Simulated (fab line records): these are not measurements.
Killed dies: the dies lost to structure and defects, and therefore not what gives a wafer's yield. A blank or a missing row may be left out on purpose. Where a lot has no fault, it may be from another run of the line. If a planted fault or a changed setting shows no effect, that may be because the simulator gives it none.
fab line records	flow n5_finfet
[record] lots = 24	wafers = 72	last_day = 20
route steps=1938 shown BEOL_M4@1091 BEOL_M5@1138
lots that met no fault: taken from a fault-free run of the same line
start_h: hours from the record's first day to the start of the lot's first wafer shown	wait_h: time in hours since the lot's previous step	" as in the row above	L1.1+2: one row covering several wafers at once	- value missing, or start not given	* or withheld: withheld	< > ~ a bound
route shown NAME@n: NAME is a module with steps in the file, n the number in the route of the first one	usual: mean/standard deviation taken from wafers without a fault	same: alike in all rows	chamber/n: place in a boat	sites: each site's reading	_std_site: the standard deviation of these	_edge_site: outer sites' mean less inner sites'	radius_mm: how far each site lies from the wafer's centre	mask NAME#n: copy n	behind: the tool/chamber that last shaped the wafer	hold: the reason the lot was held/the length of the hold in hours/how it ended	device: the transistor (n, p or np) that didn't switch	end of line: the same wafers' tests at the end of the route	step lacking rows: just its recipe	killed: the dies lost at the first sort to structure and to defects; this is not the yield of the wafer	map: a wafer's dies, x killed, . not, _ none there
set.NAME: the run value of the setting; set.NAME@STEP: its run value at that earlier step	model.NAME: the simulator's own value behind a step, which no gauge read
steps of the route over a sample of lots; a table a step, a row a wafer
services: when a tool's chamber went out of use (start_h, in hours from the record's first day, below 0 if earlier), for how many hours, and the reason
[[steps]]
[step N5_BEOL_M4_ANNEAL_87]
[recipe] temp_c = 400	time_s = 240	ambient = vacuum
[usual] heater_power_w = 878/97
lot.wafer	tool	chamber	start_h	wait_h	heater_power_w
L074.1	pvd_sputter-03	-	183.07	0.0	802
L074.3	"	-	"	"	863
L074.5	"	-	"	"	808
L077.2	pvd_sputter-03	-	190.97	0.0	823
L077.5	"	-	"	"	827
L077.6	"	-	"	"	759
L076.1	pvd_sputter-02	-	194.10	0.0	1037
L076.2	"	-	"	"	952
L076.4	"	-	"	"	923
L075.2	pvd_sputter-01	-	196.07	0.0	989
L075.3	"	-	"	"	763
L075.6	"	-	"	"	968
L079.1	pvd_sputter-01	-	198.96	0.0	976
L079.3	"	-	"	"	849
L079.5	"	-	"	"	776
L078.1	pvd_sputter-01	-	200.80	0.0	843
L078.4	"	-	"	"	778
L078.6	"	-	"	"	802
L080.1	pvd_sputter-01	-	216.36	0.0	785
L080.3	"	-	"	"	878
L080.5	"	-	"	"	886
L081.2	pvd_sputter-03	-	230.70	0.0	831
L081.5	"	-	"	"	846
L081.6	"	-	"	"	1007
L082.2	pvd_sputter-01	-	252.53	0.0	861
L082.3	"	-	"	"	1003
L082.5	"	-	"	"	990
L085.2	pvd_sputter-03	-	252.56	0.0	788
L085.3	"	-	"	"	1005
L085.4	"	-	"	"	835
L084.2	pvd_sputter-02	-	280.80	0.0	898
L084.4	"	-	"	"	956
L084.5	"	-	"	"	917
L086.2	pvd_sputter-01	-	287.91	0.0	989
L086.3	"	-	"	"	818
L086.4	"	-	"	"	780
L089.2	pvd_sputter-02	-	294.53	0.0	894
L089.3	"	-	"	"	910
L089.5	"	-	"	"	1027
L083.3	pvd_sputter-01	-	297.88	0.0	789
L083.4	"	-	"	"	756
L083.5	"	-	"	"	744
L087.1	pvd_sputter-03	-	302.82	0.0	818
L087.4	"	-	"	"	771
L087.6	"	-	"	"	829
L088.1	pvd_sputter-02	-	306.39	0.0	1024
L088.2	"	-	"	"	966
L088.4	"	-	"	"	911
L090.2	pvd_sputter-01	-	314.89	0.0	850
L090.3	"	-	"	"	756
L090.6	"	-	"	"	814
L093.3	pvd_sputter-01	-	327.84	0.0	813
L093.4	"	-	"	"	778
L093.5	"	-	"	"	750
L092.1	pvd_sputter-01	-	329.68	0.0	762
L092.2	"	-	"	"	815
L092.6	"	-	"	"	773
L094.1	pvd_sputter-02	-	332.35	0.0	973
L094.2	"	-	"	"	1025
L094.3	"	-	"	"	931
L091.1	pvd_sputter-03	-	332.55	0.0	833
L091.3	"	-	"	"	752
L091.6	"	-	"	"	1022
L095.4	pvd_sputter-02	-	349.02	0.0	1027
L095.5	"	-	"	"	929
L095.6	"	-	"	"	927
L097.1	pvd_sputter-01	-	349.23	0.0	801
L097.2	"	-	"	"	844
L097.5	"	-	"	"	867
L096.2	pvd_sputter-01	-	356.09	0.0	775
L096.3	"	-	"	"	1000
L096.6	"	-	"	"	871
[step N5_BEOL_M4_SPUTTER_88]
[recipe] material = Cu	target_thk_a = 45	temp_c = -20	chamber_pressure_pa = 0.07	power_w = withheld	time_s = 8.29
[usual] throttle_valve_pct = 29.8/1.1
lot.wafer	tool	chamber	start_h	wait_h	throttle_valve_pct
L074.1	pvd_sputter-03	-	183.21	0.1	28.9
L074.3	"	-	"	"	32.4
L074.5	"	-	"	"	28.7
L077.2	pvd_sputter-03	-	191.11	0.1	32.5
L077.5	"	-	"	"	32.2
L077.6	"	-	"	"	29.3
L076.1	pvd_sputter-02	-	194.24	0.1	30.1
L076.2	"	-	"	"	28.5
L076.4	"	-	"	"	31.3
L075.2	pvd_sputter-01	-	196.21	0.1	29.9
L075.3	"	-	"	"	28.9
L075.6	"	-	"	"	30.1
L079.1	pvd_sputter-01	-	199.10	0.1	29.9
L079.3	"	-	"	"	30.3
L079.5	"	-	"	"	29.0
L078.1	pvd_sputter-01	-	200.94	0.1	30.3
L078.4	"	-	"	"	29.1
L078.6	"	-	"	"	28.2
L080.1	pvd_sputter-01	-	216.50	0.1	28.9
L080.3	"	-	"	"	30.0
L080.5	"	-	"	"	30.3
L081.2	pvd_sputter-03	-	230.86	0.1	32.0
L081.5	"	-	"	"	32.1
L081.6	"	-	"	"	31.2
L082.2	pvd_sputter-01	-	252.67	0.1	30.3
L082.3	"	-	"	"	30.1
L082.5	"	-	"	"	29.9
L085.2	pvd_sputter-03	-	252.70	0.1	28.9
L085.3	"	-	"	"	31.0
L085.4	"	-	"	"	32.0
L084.2	pvd_sputter-02	-	280.94	0.1	31.0
L084.4	"	-	"	"	28.5
L084.5	"	-	"	"	30.9
L086.2	pvd_sputter-01	-	288.05	0.1	29.9
L086.3	"	-	"	"	28.3
L086.4	"	-	"	"	29.1
L089.2	pvd_sputter-02	-	294.67	0.1	30.4
L089.3	"	-	"	"	31.2
L089.5	"	-	"	"	30.0
L083.3	pvd_sputter-01	-	298.02	0.1	27.9
L083.4	"	-	"	"	28.8
L083.5	"	-	"	"	28.8
L087.1	pvd_sputter-03	-	302.96	0.1	32.4
L087.4	"	-	"	"	29.1
L087.6	"	-	"	"	32.2
L088.1	pvd_sputter-02	-	306.53	0.1	30.0
L088.2	"	-	"	"	28.7
L088.4	"	-	"	"	31.3
L090.2	pvd_sputter-01	-	315.03	0.1	30.2
L090.3	"	-	"	"	28.8
L090.6	"	-	"	"	28.1
L093.3	pvd_sputter-01	-	327.98	0.1	28.1
L093.4	"	-	"	"	28.2
L093.5	"	-	"	"	29.0
L092.1	pvd_sputter-01	-	329.82	0.1	28.8
L092.2	"	-	"	"	28.1
L092.6	"	-	"	"	28.8
L094.1	pvd_sputter-02	-	332.49	0.1	28.6
L094.2	"	-	"	"	29.9
L094.3	"	-	"	"	30.9
L091.1	pvd_sputter-03	-	332.69	0.1	32.1
L091.3	"	-	"	"	29.3
L091.6	"	-	"	"	31.2
L095.4	pvd_sputter-02	-	349.16	0.1	30.3
L095.5	"	-	"	"	30.2
L095.6	"	-	"	"	31.2
L097.1	pvd_sputter-01	-	349.37	0.1	28.3
L097.2	"	-	"	"	30.3
L097.5	"	-	"	"	30.1
L096.2	pvd_sputter-01	-	356.23	0.1	29.1
L096.3	"	-	"	"	29.9
L096.6	"	-	"	"	30.3
[step N5_BEOL_M5_CD_MEAS_18]
[recipe] pitch_nm = 56	target_cd_nm = 28
[usual] cd_nm = 27.99/0.28
lot.wafer	tool	chamber	start_h	wait_h	cd_nm
L074.1	cd_sem-02	-	188.42	0.0	27.91
L074.3	"	-	"	"	28.02
L074.5	"	-	"	"	28.42
L077.2	cd_sem-01	-	196.91	0.1	27.71
L077.5	"	-	"	"	27.19
L077.6	"	-	"	"	27.64
L076.1	cd_sem-01	-	198.92	0.0	28.03
L076.2	"	-	"	"	27.81
L076.4	"	-	"	"	27.93
L075.2	cd_sem-01	-	201.98	0.1	27.90
L075.3	"	-	"	"	28.08
L075.6	"	-	"	"	27.79
L079.1	cd_sem-01	-	205.92	0.0	28.17
L079.3	"	-	"	"	27.63
L079.5	"	-	"	"	27.86
L078.1	cd_sem-02	-	206.18	0.0	27.33
L078.4	"	-	"	"	27.34
L078.6	"	-	"	"	28.24
L080.1	cd_sem-03	-	229.84	0.0	28.03
L080.3	"	-	"	"	27.66
L080.5	"	-	"	"	27.87
L081.2	cd_sem-01	-	236.92	0.1	28.10
L081.5	"	-	"	"	27.56
L081.6	"	-	"	"	27.75
L082.2	cd_sem-03	-	258.38	0.1	27.98
L082.3	"	-	"	"	27.37
L082.5	"	-	"	"	28.10
L085.2	cd_sem-03	-	259.82	0.1	27.90
L085.3	"	-	"	"	28.20
L085.4	"	-	"	"	28.23
L084.2	cd_sem-02	-	287.25	0.1	28.60
L084.4	"	-	"	"	27.74
L084.5	"	-	"	"	27.38
L086.2	cd_sem-03	-	293.96	0.1	27.73
L086.3	"	-	"	"	27.65
L086.4	"	-	"	"	27.66
L089.2	cd_sem-01	-	300.57	0.1	28.16
L089.3	"	-	"	"	27.96
L089.5	"	-	"	"	28.07
L083.3	cd_sem-03	-	304.02	0.1	27.93
L083.4	"	-	"	"	27.95
L083.5	"	-	"	"	27.82
L087.1	cd_sem-03	-	309.05	0.0	28.39
L087.4	"	-	"	"	27.75
L087.6	"	-	"	"	27.79
L088.1	cd_sem-03	-	314.06	0.0	28.03
L088.2	"	-	"	"	28.13
L088.4	"	-	"	"	28.00
L090.2	cd_sem-02	-	320.74	0.1	28.25
L090.3	"	-	"	"	28.04
L090.6	"	-	"	"	27.62
L093.3	cd_sem-01	-	332.57	0.1	28.06
L093.4	"	-	"	"	28.56
L093.5	"	-	"	"	28.20
L092.1	cd_sem-02	-	334.91	0.0	27.80
L092.2	"	-	"	"	27.71
L092.6	"	-	"	"	27.40
L094.1	cd_sem-02	-	337.37	0.0	28.00
L094.2	"	-	"	"	27.80
L094.3	"	-	"	"	27.62
L091.1	cd_sem-03	-	337.87	0.0	28.38
L091.3	"	-	"	"	28.21
L091.6	"	-	"	"	28.10
L097.1	cd_sem-03	-	355.16	0.0	28.17
L097.2	"	-	"	"	27.95
L097.5	"	-	"	"	28.27
L095.4	cd_sem-03	-	355.30	0.1	28.63
L095.5	"	-	"	"	28.21
L095.6	"	-	"	"	28.02
L096.2	cd_sem-01	-	362.67	0.1	28.21
L096.3	"	-	"	"	27.82
L096.6	"	-	"	"	28.29
[step N5_BEOL_M5_DESCUM_33]
[recipe] chemistry = O2	time_s = 7	source_power_w = 50	bias_power_w = 20	pressure_mtorr = 20	rf_frequency_hz = 2.712e+07	temp_c = 40	resist = CAR-EUV	o2_flow_sccm = 225
[usual] chamber_pressure_mTorr = 19.999/0.017	drypump_motor_current_A = 5.6/0.46	oes_product_au = 0.81/0.091	rf_vpp_V = 243.4/1.5	showerhead_plenum_p_Torr = 2.10/0.079	throttle_valve_pct = 20.45/0.21
lot.wafer	tool	chamber	start_h	wait_h	chamber_pressure_mTorr	drypump_motor_current_A	oes_product_au	rf_hours_counter_h	rf_vpp_V	showerhead_plenum_p_Torr	throttle_valve_pct
L074.1	rie_diel-03	2	191.56	0.0	20.014	5.3	0.70	240	240.1	1.98	20.63
L074.3	"	0	"	"	20.006	4.7	0.84	44	244.6	2.05	20.21
L074.5	"	1	"	"	20.008	6.0	0.71	-	244.6	2.15	20.50
L077.2	rie_diel-03	0	197.34	0.0	19.991	4.8	0.84	46	241.0	2.05	20.21
L077.5	"	3	"	"	20.032	5.5	0.91	-	246.3	2.23	20.26
L077.6	"	0	"	"	20.002	4.8	0.84	-	242.7	2.05	20.21
L076.1	rie_diel-06	0	200.18	0.0	19.985	5.2	0.93	15	243.0	2.06	20.26
L076.2	"	2	"	"	20.038	6.5	0.74	166	242.1	2.01	20.28
L076.4	"	1	"	"	20.011	5.6	0.70	218	245.1	2.16	20.85
L075.2	rie_diel-02	0	204.33	0.4	20.012	5.6	0.91	24	243.0	2.06	20.38
L075.3	"	3	"	"	19.969	5.8	0.78	94	242.1	2.02	20.75
L075.6	"	1	"	"	19.999	6.3	0.89	-	243.2	2.13	20.19
L079.1	rie_diel-06	1	206.61	0.0	20.039	5.6	0.70	219	243.6	2.16	20.85
L079.3	"	3	"	"	20.013	5.5	0.69	210	242.9	2.06	20.63
L079.5	"	3	"	"	20.020	5.5	0.69	-	241.8	2.06	20.65
L078.1	rie_diel-03	1	206.89	0.0	20.000	6.0	0.71	226	244.7	2.15	20.52
L078.4	"	3	"	"	20.001	5.5	0.91	21	246.2	2.23	20.25
L078.6	"	2	"	"	19.998	5.3	0.70	-	242.3	1.98	20.65
L080.1	rie_diel-02	2	231.88	0.0	19.996	6.0	0.73	177	244.2	2.18	20.56
L080.3	"	3	"	"	19.988	5.8	0.76	105	241.8	2.02	20.76
L080.5	"	0	"	"	19.999	5.6	0.89	-	242.3	2.06	20.40
L081.2	rie_diel-06	1	238.85	0.6	20.026	5.6	0.70	227	243.9	2.16	20.88
L081.5	"	0	"	"	19.991	5.2	0.90	-	242.7	2.05	20.28
L081.6	"	3	"	"	19.982	5.4	0.69	-	243.6	2.06	20.66
L082.2	rie_diel-02	3	259.69	0.8	19.995	5.8	0.76	117	241.7	2.01	20.77
L082.3	"	2	"	"	20.002	6.0	0.72	190	244.8	2.18	20.59
L082.5	"	3	"	"	19.965	5.8	0.75	-	240.7	2.01	20.78
L085.2	rie_diel-02	3	261.86	0.0	20.036	5.8	0.75	118	241.0	2.01	20.79
L085.3	"	2	"	"	20.022	6.0	0.72	191	244.1	2.18	20.60
L085.4	"	0	"	"	19.988	5.6	0.87	48	242.5	2.05	20.42
L084.2	rie_diel-03	0	289.52	0.5	20.044	4.7	0.81	79	241.2	2.04	20.26
L084.4	"	2	"	"	20.007	5.3	0.94	-	246.0	2.23	20.39
L084.5	"	0	"	"	19.968	4.7	0.80	-	241.1	2.04	20.28
L086.2	rie_diel-06	3	295.65	0.2	19.976	5.4	0.67	231	241.8	2.06	20.67
L086.3	"	1	"	"	20.018	5.6	0.69	241	243.5	2.16	20.89
L086.4	"	2	"	"	19.976	6.5	0.73	187	241.4	2.00	20.32
L089.2	rie_diel-02	2	302.33	0.0	19.999	6.0	0.71	202	243.7	2.17	20.61
L089.3	"	0	"	"	20.001	5.6	0.86	59	241.7	2.05	20.42
L089.5	"	0	"	"	19.973	5.6	0.84	-	243.1	2.05	20.42
L083.3	rie_diel-03	0	306.83	0.0	19.996	4.8	0.79	84	242.8	2.03	20.27
L083.4	"	3	"	"	19.983	5.5	0.85	57	244.3	2.22	20.32
L083.5	"	0	"	"	20.008	4.7	0.79	-	242.1	2.03	20.27
L087.1	rie_diel-06	1	312.32	0.0	19.978	5.6	0.69	245	244.4	2.15	20.90
L087.4	"	2	"	"	19.982	6.5	0.72	192	242.1	2.00	20.31
L087.6	"	3	"	"	19.996	5.5	0.67	-	243.0	2.05	20.68
L088.1	rie_diel-02	1	315.37	0.0	19.989	6.2	0.86	51	245.2	2.13	20.21
L088.2	"	0	"	"	20.004	5.7	0.86	63	243.4	2.05	20.44
L088.4	"	2	"	"	19.965	6.0	0.71	207	243.8	2.17	20.61
L090.2	rie_diel-03	1	322.66	0.1	19.988	6.0	0.98	5	242.3	2.14	20.20
L090.3	"	0	"	"	19.998	4.8	0.77	88	241.3	2.03	20.28
L090.6	"	1	"	"	20.004	6.1	0.98	-	244.1	2.14	20.19
L093.3	rie_diel-06	2	333.44	0.0	20.005	6.4	0.72	196	239.5	2.00	20.34
L093.4	"	0	"	"	20.002	5.2	0.89	50	242.0	2.04	20.31
L093.5	"	1	"	"	19.983	5.6	0.68	-	244.3	2.15	20.90
L092.1	rie_diel-03	3	335.59	0.2	20.000	5.5	0.84	64	246.7	2.22	20.33
L092.2	"	1	"	"	20.010	6.1	0.97	8	244.7	2.14	20.21
L092.6	"	0	"	"	20.001	4.8	0.78	-	242.4	2.03	20.30
L091.1	rie_diel-02	3	340.68	0.0	19.983	5.8	0.73	140	240.7	2.01	20.81
L091.3	"	0	"	"	20.022	5.6	0.84	69	242.7	2.04	20.43
L091.6	"	0	"	"	19.988	5.6	0.84	-	241.8	2.04	20.43
L094.1	rie_diel-03	2	340.73	0.0	19.989	5.3	0.90	32	245.9	2.23	20.39
L094.2	"	3	"	"	19.994	5.5	0.84	65	244.4	2.22	20.32
L094.3	"	0	"	"	19.999	4.8	0.78	92	243.1	2.03	20.29
L097.1	rie_diel-03	2	355.60	0.0	19.985	5.3	0.89	36	245.5	2.22	20.39
L097.2	"	3	"	"	20.008	5.5	0.85	69	244.5	2.22	20.33
L097.5	"	2	"	"	20.028	5.3	0.89	-	245.9	2.22	20.41
L095.4	rie_diel-02	3	355.91	0.0	20.001	5.8	0.73	144	242.3	2.00	20.84
L095.5	"	0	"	"	19.991	5.6	0.82	-	243.0	2.04	20.46
L095.6	"	1	"	"	20.012	6.3	0.84	-	244.5	2.12	20.24
L096.2	rie_diel-06	3	365.66	0.2	19.984	5.5	0.67	250	242.7	2.05	20.71
L096.3	"	2	"	"	19.987	6.5	0.71	206	241.6	1.99	20.34
L096.6	"	3	"	"	19.961	5.4	0.67	-	241.1	2.05	20.68
[step N5_BEOL_M5_ETCH_67]
[recipe] chemistry = CF4	target = SiARC	target_depth_a = 156	mask_material = CAR-EUV	time_s = 26	ion_energy_ev = 80	pressure_mtorr = 40	source_w = 545	bias_w = 36	Ar_flow_sccm = 100	cf4_flow_sccm = 100	ends = cleared
[usual] bias_w = 35.99/0.11	chamber_pressure_mTorr = 40.00/0.038	drypump_motor_current_A = 5.6/0.45	etch_rf_on_time_s = 26.0/0.43	oes_product_au = 0.69/0.078	rf_vpp_V = 184.2/1.3	showerhead_plenum_p_Torr = 2.15/0.073	throttle_valve_pct = 15.61/0.25
lot.wafer	tool	chamber	start_h	wait_h	bias_w	chamber_pressure_mTorr	drypump_motor_current_A	etch_rf_on_time_s	oes_product_au	rf_hours_counter_h	rf_vpp_V	showerhead_plenum_p_Torr	throttle_valve_pct
L074.1	rie_diel-03	2	191.61	0.0	36.18	39.99	5.3	27.0	0.60	240	182.8	2.02	15.85
L074.3	"	0	"	"	36.01	39.98	4.7	26.7	0.71	44	184.4	2.10	15.40
L074.5	"	1	"	"	36.02	39.98	6.0	26.0	0.61	-	186.6	2.20	15.74
L077.2	rie_diel-03	0	197.40	0.0	35.98	40.01	4.8	26.6	0.71	46	183.2	2.10	15.40
L077.5	"	3	"	"	35.97	40.06	5.5	26.4	0.77	-	186.8	2.27	15.35
L077.6	"	0	"	"	36.09	40.00	4.8	26.6	0.71	-	183.4	2.10	15.43
L076.1	rie_diel-06	0	200.23	0.0	35.98	40.01	5.2	25.9	0.80	15	184.7	2.11	15.37
L076.2	"	2	"	"	36.19	39.95	6.5	25.9	0.64	166	182.3	2.05	15.47
L076.4	"	1	"	"	35.92	40.02	5.6	26.2	0.59	218	185.3	2.21	16.04
L075.2	rie_diel-02	0	204.38	0.0	36.03	40.02	5.6	25.7	0.79	24	183.5	2.10	15.40
L075.3	"	3	"	"	35.92	40.03	5.8	25.6	0.68	94	182.0	2.08	15.94
L075.6	"	1	"	"	36.04	39.98	6.3	26.0	0.76	-	185.4	2.19	15.32
L079.1	rie_diel-06	1	206.66	0.0	35.87	39.94	5.6	26.1	0.60	219	184.3	2.21	16.05
L079.3	"	3	"	"	36.01	40.01	5.5	26.0	0.59	210	184.8	2.13	15.93
L079.5	"	3	"	"	36.09	39.93	5.5	26.0	0.59	-	184.0	2.13	15.93
L078.1	rie_diel-03	1	206.94	0.0	35.78	40.00	6.0	25.7	0.61	226	184.8	2.20	15.74
L078.4	"	3	"	"	36.00	40.08	5.5	26.2	0.77	21	186.5	2.27	15.35
L078.6	"	2	"	"	36.08	40.00	5.3	27.0	0.59	-	184.1	2.02	15.86
L080.1	rie_diel-02	2	231.93	0.0	35.88	40.00	6.0	25.8	0.63	177	185.2	2.22	15.75
L080.3	"	3	"	"	35.96	40.02	5.8	25.5	0.67	105	182.4	2.08	15.95
L080.5	"	0	"	"	36.02	40.03	5.6	25.6	0.77	-	183.5	2.10	15.42
L081.2	rie_diel-06	1	238.90	0.0	35.82	40.06	5.6	26.1	0.59	227	184.3	2.20	16.06
L081.5	"	0	"	"	36.08	40.09	5.2	26.1	0.78	-	183.5	2.11	15.38
L081.6	"	3	"	"	35.75	40.01	5.5	26.1	0.59	-	183.8	2.12	15.95
L082.2	rie_diel-02	3	259.75	0.0	36.04	40.04	5.8	25.5	0.67	117	183.6	2.07	15.98
L082.3	"	2	"	"	35.97	40.00	6.0	25.8	0.62	190	187.1	2.22	15.78
L082.5	"	3	"	"	36.08	39.92	5.8	25.5	0.66	-	182.7	2.07	15.99
L085.2	rie_diel-02	3	261.91	0.0	35.77	39.98	5.8	25.5	0.67	118	183.0	2.07	15.98
L085.3	"	2	"	"	35.87	40.02	6.0	25.9	0.62	191	185.3	2.22	15.77
L085.4	"	0	"	"	36.04	39.97	5.6	25.8	0.74	48	183.0	2.09	15.44
L084.2	rie_diel-03	0	289.57	0.0	35.94	40.03	4.8	26.6	0.67	79	185.1	2.09	15.47
L084.4	"	2	"	"	36.17	39.97	5.3	26.0	0.79	-	183.7	2.27	15.43
L084.5	"	0	"	"	35.91	39.95	4.8	26.5	0.67	-	184.8	2.09	15.49
L086.2	rie_diel-06	3	295.70	0.0	35.89	39.99	5.4	26.0	0.58	231	183.7	2.12	15.97
L086.3	"	1	"	"	35.80	40.00	5.6	25.9	0.59	241	184.9	2.20	16.09
L086.4	"	2	"	"	35.94	39.87	6.5	25.4	0.64	187	183.9	2.05	15.52
L089.2	rie_diel-02	2	302.38	0.0	35.90	39.98	6.0	25.9	0.61	202	184.9	2.22	15.81
L089.3	"	0	"	"	36.01	40.05	5.6	25.7	0.74	59	184.4	2.09	15.47
L089.5	"	0	"	"	36.17	39.98	5.6	25.7	0.73	-	184.4	2.09	15.48
L083.3	rie_diel-03	0	306.88	0.0	35.90	40.01	4.7	26.5	0.67	84	184.0	2.09	15.48
L083.4	"	3	"	"	36.11	40.05	5.5	26.4	0.72	57	187.2	2.26	15.45
L083.5	"	0	"	"	35.85	40.02	4.8	26.6	0.67	-	184.5	2.09	15.47
L087.1	rie_diel-06	1	312.37	0.0	35.74	40.03	5.6	25.8	0.58	245	185.9	2.20	16.10
L087.4	"	2	"	"	35.80	39.99	6.4	25.6	0.63	192	181.6	2.04	15.52
L087.6	"	3	"	"	36.08	39.99	5.5	25.9	0.58	-	183.6	2.12	15.98
L088.1	rie_diel-02	1	315.43	0.0	36.20	40.02	6.3	26.1	0.74	51	184.3	2.18	15.35
L088.2	"	0	"	"	35.86	40.03	5.6	25.6	0.74	63	183.8	2.09	15.48
L088.4	"	2	"	"	35.99	40.03	6.0	25.8	0.61	207	186.1	2.21	15.79
L090.2	rie_diel-03	1	322.71	0.0	36.00	39.94	6.0	25.5	0.84	5	186.4	2.19	15.31
L090.3	"	0	"	"	35.98	39.96	4.7	26.6	0.66	88	184.6	2.09	15.50
L090.6	"	1	"	"	36.14	40.01	6.0	25.2	0.84	-	185.2	2.19	15.31
L093.3	rie_diel-06	2	333.49	0.0	35.99	40.00	6.4	25.3	0.62	196	181.9	2.04	15.54
L093.4	"	0	"	"	35.87	40.04	5.2	25.5	0.75	50	184.0	2.10	15.44
L093.5	"	1	"	"	35.92	39.99	5.6	25.8	0.59	-	185.2	2.20	16.09
L092.1	rie_diel-03	3	335.65	0.0	36.08	39.95	5.5	26.5	0.71	64	186.0	2.26	15.45
L092.2	"	1	"	"	36.03	39.99	6.0	25.2	0.84	8	186.6	2.19	15.30
L092.6	"	0	"	"	36.04	40.05	4.8	27.0	0.65	-	182.7	2.09	15.49
L091.1	rie_diel-02	3	340.73	0.0	35.98	39.98	5.8	25.5	0.64	140	182.3	2.07	16.04
L091.3	"	0	"	"	36.02	39.96	5.6	25.6	0.73	69	182.7	2.08	15.50
L091.6	"	0	"	"	35.94	39.96	5.6	25.7	0.72	-	182.4	2.08	15.50
L094.1	rie_diel-03	2	340.78	0.0	36.13	40.00	5.3	25.5	0.78	32	184.2	2.26	15.47
L094.2	"	3	"	"	36.08	40.09	5.5	26.3	0.71	65	185.7	2.26	15.46
L094.3	"	0	"	"	35.98	40.03	4.7	26.3	0.66	92	183.5	2.09	15.49
L097.1	rie_diel-03	2	355.66	0.0	35.98	39.92	5.3	26.2	0.75	36	185.5	2.26	15.47
L097.2	"	3	"	"	35.80	39.97	5.5	26.7	0.71	69	185.4	2.25	15.47
L097.5	"	2	"	"	35.99	40.05	5.3	26.3	0.76	-	184.0	2.26	15.48
L095.4	rie_diel-02	3	355.96	0.0	35.96	39.97	5.8	25.6	0.64	144	182.9	2.06	16.04
L095.5	"	0	"	"	35.93	39.93	5.7	26.0	0.71	-	183.4	2.08	15.51
L095.6	"	1	"	"	35.84	39.97	6.3	26.1	0.72	-	183.2	2.18	15.40
L096.2	rie_diel-06	3	365.71	0.0	36.01	40.03	5.4	26.3	0.56	250	183.1	2.11	16.00
L096.3	"	2	"	"	35.96	39.99	6.5	25.7	0.62	206	182.9	2.04	15.54
L096.6	"	3	"	"	36.13	40.00	5.4	26.1	0.57	-	184.4	2.11	16.02
[step N5_BEOL_M5_SPUTTER_48]
[recipe] material = Cu	target_thk_a = 150	temp_c = -20	chamber_pressure_pa = 0.07	power_w = withheld	time_s = 27.62
[usual] throttle_valve_pct = 30.0/1.2
lot.wafer	tool	chamber	start_h	wait_h	throttle_valve_pct
L074.1	pvd_sputter-03	-	193.14	0.1	31.2
L074.3	"	-	"	"	29.3
L074.5	"	-	"	"	31.2
L077.2	pvd_sputter-02	-	200.32	0.1	30.1
L077.5	"	-	"	"	30.6
L077.6	"	-	"	"	31.2
L076.1	pvd_sputter-01	-	202.30	0.1	30.2
L076.2	"	-	"	"	28.7
L076.4	"	-	"	"	30.5
L075.2	pvd_sputter-02	-	206.23	0.2	28.2
L075.3	"	-	"	"	31.2
L075.6	"	-	"	"	30.1
L079.1	pvd_sputter-01	-	208.33	0.1	28.2
L079.3	"	-	"	"	30.4
L079.5	"	-	"	"	29.1
L078.1	pvd_sputter-03	-	210.63	0.2	32.4
L078.4	"	-	"	"	29.1
L078.6	"	-	"	"	31.1
L080.1	pvd_sputter-03	-	234.20	0.4	29.2
L080.3	"	-	"	"	31.3
L080.5	"	-	"	"	31.2
L081.2	pvd_sputter-01	-	241.32	0.1	29.1
L081.5	"	-	"	"	28.4
L081.6	"	-	"	"	30.0
L082.2	pvd_sputter-03	-	261.58	0.1	29.4
L082.3	"	-	"	"	32.2
L082.5	"	-	"	"	29.0
L085.2	pvd_sputter-01	-	263.63	0.2	30.6
L085.3	"	-	"	"	29.9
L085.4	"	-	"	"	28.1
L084.2	pvd_sputter-01	-	291.39	0.2	30.3
L084.4	"	-	"	"	29.8
L084.5	"	-	"	"	30.3
L086.2	pvd_sputter-02	-	297.47	0.2	31.2
L086.3	"	-	"	"	28.5
L086.4	"	-	"	"	29.8
L089.2	pvd_sputter-01	-	304.05	0.1	29.2
L089.3	"	-	"	"	30.1
L089.5	"	-	"	"	30.3
L083.3	pvd_sputter-03	-	308.77	0.1	32.3
L083.4	"	-	"	"	29.0
L083.5	"	-	"	"	29.4
L087.1	pvd_sputter-02	-	313.89	0.1	31.3
L087.4	"	-	"	"	30.2
L087.6	"	-	"	"	28.4
L088.1	pvd_sputter-03	-	317.16	0.1	31.0
L088.2	"	-	"	"	29.0
L088.4	"	-	"	"	29.4
L090.2	pvd_sputter-03	-	324.21	0.1	31.1
L090.3	"	-	"	"	29.0
L090.6	"	-	"	"	29.4
L093.3	pvd_sputter-02	-	336.42	0.1	30.3
L093.4	"	-	"	"	28.5
L093.5	"	-	"	"	30.1
L092.1	pvd_sputter-01	-	339.57	1.8	29.0
L092.2	"	-	"	"	28.1
L092.6	"	-	"	"	28.7
L091.1	pvd_sputter-02	-	342.50	0.2	30.3
L091.3	"	-	"	"	31.5
L091.6	"	-	"	"	30.2
L094.1	pvd_sputter-03	-	343.14	0.5	32.4
L094.2	"	-	"	"	31.0
L094.3	"	-	"	"	29.3
L097.1	pvd_sputter-03	-	357.28	0.1	31.3
L097.2	"	-	"	"	29.5
L097.5	"	-	"	"	29.1
L095.4	pvd_sputter-01	-	357.84	0.0	30.1
L095.5	"	-	"	"	28.9
L095.6	"	-	"	"	28.3
L096.2	pvd_sputter-03	-	367.87	0.1	31.1
L096.3	"	-	"	"	29.1
L096.6	"	-	"	"	29.2
[[services]]
tool	chamber	start_h	hours	kind
rie_diel-06	2	163.27	9.2	repair
rie_diel-03	-	177.21	0.8	repair
rie_diel-02	2	214.00	6.4	repair
rie_diel-02	1	219.30	40.8	repair
rie_diel-03	2	225.34	-	clean
rie_diel-03	2	225.34	-	consumable_replace:focus_ring
rie_diel-03	2	225.34	-	consumable_replace:showerhead
rie_diel-03	2	225.34	18.0	scheduled_down
rie_diel-03	2	225.34	18.0	vent_cycle
rie_diel-06	3	252.54	2.8	repair
rie_diel-03	1	260.48	6.6	repair
pvd_sputter-02	-	265.13	12.8	repair
rie_diel-03	1	280.85	-	clean
rie_diel-03	1	280.85	-	consumable_replace:focus_ring
rie_diel-03	1	280.85	20.3	scheduled_down
rie_diel-03	1	280.85	20.3	vent_cycle
rie_diel-03	3	318.68	3.2	repair
rie_diel-06	3	326.10	3.0	repair
rie_diel-06	1	356.46	-	clean
rie_diel-06	1	356.46	-	consumable_replace:focus_ring
rie_diel-06	1	356.46	29.5	scheduled_down
rie_diel-06	1	356.46	29.5	vent_cycle
pvd_sputter-03	-	361.72	2.7	repair
[[key]]
fault none
